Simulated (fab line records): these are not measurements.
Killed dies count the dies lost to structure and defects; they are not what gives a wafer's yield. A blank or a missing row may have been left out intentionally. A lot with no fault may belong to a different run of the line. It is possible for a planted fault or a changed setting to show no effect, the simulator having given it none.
fab line records | flow nand-harc | part 2 of 2: steps 26 to 34 of 34
[record] lots = 5 | wafers = 15 | last-day = 31
route steps=1302 shown P_BONDPAD@353
lots untouched by any fault: they come from a run of this same line in which no faults occurred
start-h: the number of hours between the record's first day and the start of the first shown wafer of the lot | wait-h: hours from the lot's prior step to this one | " same as the row above | L1.1+2: a single row standing in for several wafers | - either no value or no given start | * or withheld: withheld | < > ~ a bound
route shown NAME@n: names a module that has steps shown in the file, with the first one's number in the route | usual: average and standard deviation across the fault-free wafers | same: alike in all rows | chamber/n: place in a boat | sites: readings site by site | _std_site: the values' standard deviation | _edge_site: the outer-site mean with the inner-site mean subtracted | radius-mm: how far each site lies from the wafer's centre | mask NAME#n: copy n | behind: the tool/chamber that last shaped the wafer | hold: reason for holding the lot/hours on hold/outcome of the hold | device: transistor that didn't switch, given as n, p or np | end of line: at the end of the route, the tests of the same wafers | a step without rows: its recipe alone | killed: count of dies lost to structure and defects at first sort (not the wafer's yield) | map: a wafer's dies, marking killed ones x, the rest . and places with no die _
set.NAME: setting as actually run; set.NAME@STEP: the setting as run at that earlier step | model.NAME: the simulator's own value behind a step, which no gauge read
lots seen at some steps along the route; tables by step, rows by wafer
services: a tool's chamber out of use, with start hour (start-h, from the record's first day; less than 0 if before it), hours out, and reason
[[steps]]
[step NHARC_P_BONDPAD_ECD_18]
[recipe] target-thk-a = 4000 | bath-temp-c = 25 | material = Cu
[usual] bath-temp-c = 25.00/0.11
lot.wafer | tool      | chamber | start-h | wait-h | bath-temp-c
L075.3    | ecd-cu-01 | 0       | 147.96  | -      | 25.13
L075.6    | "         | 0       | "       | "      | 24.99
L075.5    | "         | 1       | "       | "      | 24.97
L076.4    | ecd-cu-01 | 0       | 159.44  | -      | 24.97
L076.3    | "         | 1       | "       | "      | 25.00
L076.5    | "         | 1       | "       | "      | 24.86
L080.1    | ecd-cu-02 | 1       | 198.89  | -      | 24.99
L080.4    | "         | 0       | "       | "      | 25.07
L080.6    | "         | 0       | "       | "      | 25.08
L086.2    | ecd-cu-02 | 1       | 266.10  | -      | 25.09
L086.4    | "         | 0       | "       | "      | 25.11
L086.3    | "         | 1       | "       | "      | 25.12
L094.4    | ecd-cu-01 | 0       | 330.49  | -      | 25.06
L094.6    | "         | 0       | "       | "      | 25.03
L094.5    | "         | 1       | "       | "      | 24.97
[step NHARC_P_BONDPAD_ANNEAL_28]
[recipe] temp-c = 225 | time-s = 90
[usual] anneal-temp-c-max = 226.29/0.27 | wafer_temp_C_max = 226.05/0.27
lot.wafer | tool          | chamber | start-h | wait-h | anneal-temp-c-max | wafer_temp_C_max
L075.3    | rtp-anneal-01 | 0       | 148.34  | 0.3    | 226.00            | 226.18
L075.5    | "             | 0       | "       | "      | 226.20            | 226.21
L075.6    | "             | 0       | "       | "      | 226.02            | 225.75
L076.3    | rtp-anneal-01 | 0       | 159.83  | -      | 226.30            | 226.16
L076.4    | "             | 0       | "       | "      | 226.49            | 226.11
L076.5    | "             | 0       | "       | "      | 226.26            | 226.03
L080.1    | rtp-anneal-02 | 0       | 199.28  | 0.3    | 226.61            | 226.03
L080.4    | "             | 0       | "       | "      | 226.38            | 225.89
L080.6    | "             | 0       | "       | "      | 226.03            | 225.77
L086.2    | rtp-anneal-02 | 0       | 266.48  | -      | 226.73            | 225.66
L086.3    | "             | 0       | "       | "      | 226.18            | 225.50
L086.4    | "             | 0       | "       | "      | 226.27            | 225.62
L094.4    | rtp-anneal-01 | 0       | 330.92  | -      | 226.36            | 226.23
L094.5    | "             | 0       | "       | "      | 226.52            | 226.62
L094.6    | "             | 0       | "       | "      | 226.04            | 225.98
[step NHARC_P_BONDPAD_CMP_19]
[recipe] t-overpolish-s = 30 | cu-recess-touch-s = 16 | target-thk-nm = 160.81
[usual] motor-current-A = 12.2/1.3 | overpolish-run-s = 30.000/0.0079 | slurry-filter-dp-kPa = 13.49/0.15
lot.wafer | tool   | chamber | start-h | wait-h | motor-current-A | overpolish-run-s | slurry-filter-dp-kPa
L075.3    | cmp-04 | 1       | 148.61  | -      | 12.3            | 30.007           | 13.25
L075.5    | "      | 0       | "       | "      | 12.1            | 29.989           | 13.59
L075.6    | "      | 1       | "       | "      | 12.4            | 29.994           | 13.35
L076.3    | cmp-04 | 3       | 160.13  | -      | 10.2            | 30.003           | 13.64
L076.4    | "      | 0       | "       | "      | 11.2            | 29.989           | 13.27
L076.5    | "      | 2       | "       | "      | 14.5            | 30.004           | 13.47
L080.4    | cmp-04 | 3       | 199.63  | -      | 10.3            | 30.019           | 13.56
L080.1    | "      | 1       | "       | "      | 12.1            | 29.986           | 13.47
L080.6    | "      | 3       | "       | "      | 10.3            | 29.980           | 13.38
L086.3    | cmp-03 | 1       | 266.77  | -      | 12.4            | 29.998           | 13.38
L086.4    | "      | 3       | "       | "      | 11.9            | 30.008           | 13.29
L086.2    | "      | 0       | "       | "      | 11.8            | 30.006           | 13.56
L094.4    | cmp-03 | 3       | 331.14  | -      | 12.5            | 30.001           | 13.57
L094.6    | "      | 2       | "       | "      | 11.6            | 30.005           | 13.30
L094.5    | "      | 3       | "       | "      | 11.9            | 29.999           | 13.57
[step NHARC_P_BONDPAD_THK_MEAS_20]
[recipe] thk-meas-gauge = xrf
[usual] thk-nm = 160.9/1.5
lot.wafer | tool          | chamber | start-h | wait-h | thk-nm
L075.3    | film-metro-01 | -       | 148.91  | -      | 158.7
L075.5    | "             | -       | "       | "      | 157.8
L075.6    | "             | -       | "       | "      | 158.4
L076.3    | film-metro-02 | -       | 160.40  | -      | 161.0
L076.4    | "             | -       | "       | "      | 162.2
L076.5    | "             | -       | "       | "      | 162.0
L080.1    | film-metro-02 | -       | 199.96  | -      | 157.9
L080.4    | "             | -       | "       | "      | 162.0
L080.6    | "             | -       | "       | "      | 161.4
L086.2    | film-metro-02 | -       | 267.10  | -      | 159.1
L086.3    | "             | -       | "       | "      | 161.9
L086.4    | "             | -       | "       | "      | 160.6
L094.4    | film-metro-02 | -       | 331.44  | -      | 161.3
L094.5    | "             | -       | "       | "      | 160.7
L094.6    | "             | -       | "       | "      | 160.2
[step NHARC_P_BONDPAD_SRD_21]
[recipe] time-s = 30 | temp-c = 23 | dry-time-s = 20 | spin-rpm = 1500
[usual] co2-resistivity-mohm-cm = 0.1999/0.0022 | spin-rpm = 1500.0/0.77
lot.wafer | tool         | chamber | start-h | wait-h | co2-resistivity-mohm-cm | spin-rpm
L075.5    | wet-bench-08 | 3       | 148.95  | 0.0    | 0.2016                  | 1498.3
L075.6    | "            | 4       | "       | "      | 0.2013                  | 1499.5
L075.3    | "            | 5       | "       | "      | 0.1993                  | 1499.7
L076.4    | wet-bench-08 | 5       | 160.45  | 0.0    | 0.2057                  | 1500.2
L076.5    | "            | 6       | "       | "      | 0.2054                  | 1501.5
L076.3    | "            | 0       | "       | "      | 0.1987                  | 1500.0
L080.4    | wet-bench-08 | 3       | 200.00  | 0.0    | 0.2025                  | 1500.0
L080.1    | "            | 4       | "       | "      | 0.2007                  | 1501.2
L080.6    | "            | 6       | "       | "      | 0.2036                  | 1500.7
L086.2    | wet-bench-10 | 0       | 267.14  | 0.0    | 0.2018                  | 1501.6
L086.3    | "            | 1       | "       | "      | 0.1985                  | 1500.6
L086.4    | "            | 3       | "       | "      | 0.1983                  | 1500.0
L094.4    | wet-bench-08 | 2       | 331.48  | 0.0    | 0.2015                  | 1498.6
L094.5    | "            | 4       | "       | "      | 0.2013                  | 1499.2
L094.6    | "            | 6       | "       | "      | 0.1975                  | 1500.8
[step NHARC_P_BONDPAD_INSPECT_23]
[usual] raw-defect-count = 359/120
lot.wafer | tool              | chamber | start-h | wait-h | raw-defect-count
L075.3    | defect-inspect-02 | -       | 149.13  | 0.0    | 254
L075.5    | "                 | -       | "       | "      | 266
L075.6    | "                 | -       | "       | "      | 253
L076.3    | defect-inspect-01 | -       | 160.63  | 0.0    | 215
L076.4    | "                 | -       | "       | "      | 277
L076.5    | "                 | -       | "       | "      | 280
L080.1    | defect-inspect-01 | -       | 200.21  | 0.0    | 324
L080.4    | "                 | -       | "       | "      | 341
L080.6    | "                 | -       | "       | "      | 244
L086.2    | defect-inspect-02 | -       | 267.30  | 0.0    | 335
L086.3    | "                 | -       | "       | "      | 236
L086.4    | "                 | -       | "       | "      | 348
L094.4    | defect-inspect-01 | -       | 331.64  | 0.0    | 312
L094.5    | "                 | -       | "       | "      | 326
L094.6    | "                 | -       | "       | "      | 385
[step NHARC_P_BONDPAD_ACTIVATE_29]
[recipe] time-s = 60 | n2-flow-sccm = 200 | ar-flow-sccm = 0 | bias-power-w = 0 | chemistry = N2
[usual] drypump-motor-current-A = 5.5/0.35 | oes-product-au = 0.997/0.009 | rf-vpp-V = 64.3/0.79 | showerhead-plenum-p-Torr = 1.80/0.082
lot.wafer | tool        | chamber | start-h | wait-h | drypump-motor-current-A | oes-product-au | rf-hours-counter-h | rf-vpp-V | showerhead-plenum-p-Torr
L075.3    | rie-diel-10 | 2       | 149.22  | 0.1    | 5.4                     | 1.010          | 4.0                | 63.5     | 1.75
L075.6    | "           | 0       | "       | "      | 5.9                     | 0.991          | -                  | 65.7     | 1.84
L075.5    | "           | 1       | "       | "      | 5.7                     | 0.989          | -                  | 65.1     | 1.69
L076.4    | rie-diel-13 | 3       | 160.69  | 0.1    | 5.8                     | 0.997          | 5.4                | 65.1     | 1.90
L076.3    | "           | 0       | "       | "      | 5.1                     | 0.989          | 5.0                | 65.4     | 1.78
L076.5    | "           | 3       | "       | "      | 5.8                     | 1.001          | -                  | 64.4     | 1.90
L080.1    | rie-diel-13 | 0       | 200.27  | 0.1    | 5.1                     | 0.997          | 0.4                | 63.2     | 1.78
L080.4    | "           | 3       | "       | "      | 5.8                     | 0.983          | 0.5                | 64.9     | 1.90
L080.6    | "           | 0       | "       | "      | 5.1                     | 1.001          | -                  | 64.7     | 1.78
L086.3    | rie-diel-12 | 1       | 267.36  | 0.1    | 4.7                     | 0.991          | 9.7                | 65.1     | 1.80
L086.4    | "           | 2       | "       | "      | 5.7                     | 0.989          | 8.9                | 65.0     | 1.88
L086.2    | "           | 3       | "       | "      | 5.1                     | 1.001          | 10.0               | 62.5     | 1.75
L094.5    | rie-diel-13 | 1       | 331.75  | 0.1    | 5.4                     | 0.994          | -                  | 65.2     | 1.91
L094.6    | "           | 2       | "       | "      | 5.7                     | 1.000          | -                  | 64.6     | 1.66
L094.4    | "           | 0       | "       | "      | 5.1                     | 0.983          | -                  | 63.9     | 1.78
[step NHARC_P_BONDPAD_PRECLEAN_30]
[recipe] time-s = 300 | temp-c = 23 | chemistry = DIW
lot.wafer  | tool         | chamber | start-h | wait-h
L075.5+3+6 | wet-bench-10 | 3,4,6   | 149.36  | 0.1
L076.5+3+4 | wet-bench-10 | 1,3,4   | 160.87  | 0.1
L080.6+4+1 | wet-bench-10 | 6,7,1   | 200.45  | 0.1
L086.2+4+3 | wet-bench-10 | 5,6,1   | 267.51  | 0.1
L094.5+6+4 | wet-bench-10 | 1,3,4   | 331.89  | 0.1
[step NHARC_P_BONDPAD_SRD_31]
[recipe] time-s = 30 | temp-c = 23 | dry-time-s = 20 | spin-rpm = 1500
[usual] co2-resistivity-mohm-cm = 0.1999/0.0023 | spin-rpm = 1499.9/0.76
lot.wafer | tool         | chamber | start-h | wait-h | co2-resistivity-mohm-cm | spin-rpm
L075.5    | wet-bench-10 | 3       | -       | -      | 0.1999                  | 1499.6
L075.3    | "            | 4       | "       | "      | 0.2024                  | 1499.1
L075.6    | "            | 6       | "       | "      | 0.2021                  | 1499.7
L076.5    | wet-bench-10 | 1       | -       | -      | 0.1998                  | 1500.0
L076.3    | "            | 3       | "       | "      | 0.1986                  | 1498.5
L076.4    | "            | 4       | "       | "      | 0.2002                  | 1499.4
L080.6    | wet-bench-10 | 6       | -       | -      | 0.2014                  | 1499.2
L080.4    | "            | 7       | "       | "      | 0.1971                  | 1499.1
L080.1    | "            | 1       | "       | "      | 0.1988                  | 1499.0
L086.2    | wet-bench-10 | 5       | -       | -      | 0.2003                  | 1499.3
L086.4    | "            | 6       | "       | "      | 0.1975                  | 1501.0
L086.3    | "            | 1       | "       | "      | 0.2030                  | 1499.3
L094.5    | wet-bench-10 | 1       | -       | -      | 0.2002                  | 1498.4
L094.6    | "            | 3       | "       | "      | 0.2005                  | 1501.0
L094.4    | "            | 4       | "       | "      | 0.2008                  | 1500.0
[[services]]
tool           | chamber | start-h | hours | kind
litho-track-05 | -       | 124.00  | 7.0   | pm
rie-diel-13    | 2       | 126.40  | 2.8   | repair
wet-bench-10   | -       | 135.20  | 8.0   | pm
pvd-sputter-03 | -       | 137.86  | 2.8   | repair
rie-diel-12    | 2       | 138.24  | 9.5   | repair
rie-diel-13    | -       | 165.00  | 9.0   | pm
pvd-sputter-03 | -       | 170.04  | 10.0  | pm
rie-diel-12    | 0       | 172.67  | 4.4   | repair
pvd-sputter-03 | -       | 181.29  | 1.3   | repair
rie-diel-13    | 0       | 185.63  | 3.0   | repair
rie-diel-12    | 0       | 207.20  | 2.0   | repair
rie-diel-13    | -       | 233.71  | 4.9   | repair
pvd-sputter-02 | -       | 239.40  | 1.9   | repair
rie-diel-10    | -       | 242.50  | 9.0   | pm
pvd-sputter-02 | -       | 243.30  | 18.0  | repair
litho-track-07 | -       | 251.00  | 7.0   | pm
rie-diel-10    | 0       | 263.36  | 3.4   | repair
rie-diel-10    | 3       | 264.92  | 4.9   | repair
rie-diel-12    | -       | 268.40  | 9.0   | pm
litho-track-03 | -       | 275.00  | 7.0   | pm
wet-bench-08   | -       | 294.40  | 8.0   | pm
litho-track-05 | -       | 299.00  | 7.0   | pm
rie-diel-13    | 0       | 307.03  | 15.5  | repair
wet-bench-10   | -       | 311.20  | 8.0   | pm
